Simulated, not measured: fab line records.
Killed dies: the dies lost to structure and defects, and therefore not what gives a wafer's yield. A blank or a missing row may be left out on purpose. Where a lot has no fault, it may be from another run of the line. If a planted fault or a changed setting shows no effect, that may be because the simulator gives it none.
Struck lot and sound lot, side by side    flow n5Finfet    16 steps out of a route of 1938
Sound: wafers L322.1, L322.3, L322.6. Struck: wafer L313.2 (left out: L313.3, a lot-mate that was not struck); the cause follows at the end.
At each step with rows: each side's tool, then ch and its chambers, then its first start. Under that, the readings that differ: sound wafers    struck wafers    difference of the means    sigmas: that difference in standard deviations of wafers without a fault.
alike: readings with means less than 2 such deviations apart, plus words and numbers identical on both sides. not compared: withheld readings, readings lacking a value on some wafer, bounds such as >300 that could conceal the same value, and numbers that have no deviation in the record and whose values overlap.
Wherever a step has rows on one side only, a row that says differs or no value, or a row with sigmas, the two part there. When numbers do not overlap yet have no deviation, they are printed without sigmas and do not part them. A reading missing from all wafers of one side parts the sides only when that side holds two or more wafers.

first, 1 step without rows for these wafers: N5_BEOL_M5_ALD_86 (deposits TaN, pulse time 2 s, purge time 3 s, co reactant purge time 2 s).
N5_BEOL_M5_SURFACE_TREAT_87:
  sound: pvdSputter-03 at day 13 01:36; struck: pvdSputter-03 at day 11 00:35
  not compared: throttleValvePct
then, 1 step without rows for these wafers: N5_BEOL_M5_CVD_47 (deposits Co from CCTBA/H2, target thk 3 nm, time 216 s).
N5_BEOL_M5_SPUTTER_48: material Cu, target thk 15 nm, time 27.62 s.
  sound: pvdSputter-02 at day 13 01:49; struck: pvdSputter-03 at day 11 01:16
  alike: chuckSensorTempC, substrateTempC, throttleValvePct
then, 2 steps without rows for these wafers: N5_BEOL_M5_ANNEAL_49 (time 1800 s); N5_BEOL_M5_SPUTTER_81 (material Cu, target thk 15 nm, time 27.62 s).
N5_BEOL_M5_ANNEAL_82: time 1800 s.
  sound: pvdSputter-02 at day 13 02:59; struck: pvdSputter-03 at day 11 02:25
  alike: heaterPowerW
then, 2 steps without rows for these wafers: N5_BEOL_M5_SPUTTER_83 (material Cu, target thk 15 nm, time 27.62 s); N5_BEOL_M5_ANNEAL_84 (time 1800 s).
N5_BEOL_M5_SPUTTER_88: material Cu, target thk 15 nm, time 27.62 s.
  sound: pvdSputter-02 at day 13 05:05; struck: pvdSputter-03 at day 11 04:31
  alike: chuckSensorTempC, substrateTempC, throttleValvePct
then, 2 steps without rows for these wafers: N5_BEOL_M5_ANNEAL_89 (time 1800 s); N5_BEOL_M5_SPUTTER_90 (material Cu, target thk 4.5 nm, time 8.29 s).
N5_BEOL_M5_ECD_50: material Cu, target thk 300 nm.
  sound on ecdCu-02 ch 0,1, day 13 06:17; struck on ecdCu-01 ch 1, day 11 05:43
reading                                sound            struck  difference  sigmas
model.Cu_of_BEOL_M5_ECD_50.thkNm (nm)  303 302.2 300.8  481     +179        
N5_BEOL_M5_ANNEAL_51: time 90 s.
  sound on rtpAnneal-01 ch 0, day 13 06:22; struck on rtpAnneal-02 ch 0, day 11 05:51
reading           sound              struck  difference  sigmas
wafer_temp_C_max  226.2 226.5 226.6  225.4   -1.0        -3
N5_BEOL_M5_CMP_52: polishes, stops on SiCOH lowk, t overpolish 6.9 s, target thk 62 nm.
  sound on cmp-03 ch 1,2, day 13 06:41; struck on cmp-02 ch 2, day 11 06:11
reading              sound           struck  difference  sigmas
timeToEndpointS (s)  63.4 66.4 62.4  98.1    +34.0       +12
  alike: motorCurrentA
N5_BEOL_M5_THK_MEAS_53: measures by xrf.
  sound: filmMetro-01 at day 13 06:59; struck: filmMetro-02 at day 11 06:25
  alike: M5_THK

WHERE THEY PART
First at N5_BEOL_M5_ANNEAL_51; last, within this record, at N5_BEOL_M5_CMP_52. Later steps at which nothing parts them and some readings are alike: N5_BEOL_M5_THK_MEAS_53.

WHY: whatever the simulator had introduced
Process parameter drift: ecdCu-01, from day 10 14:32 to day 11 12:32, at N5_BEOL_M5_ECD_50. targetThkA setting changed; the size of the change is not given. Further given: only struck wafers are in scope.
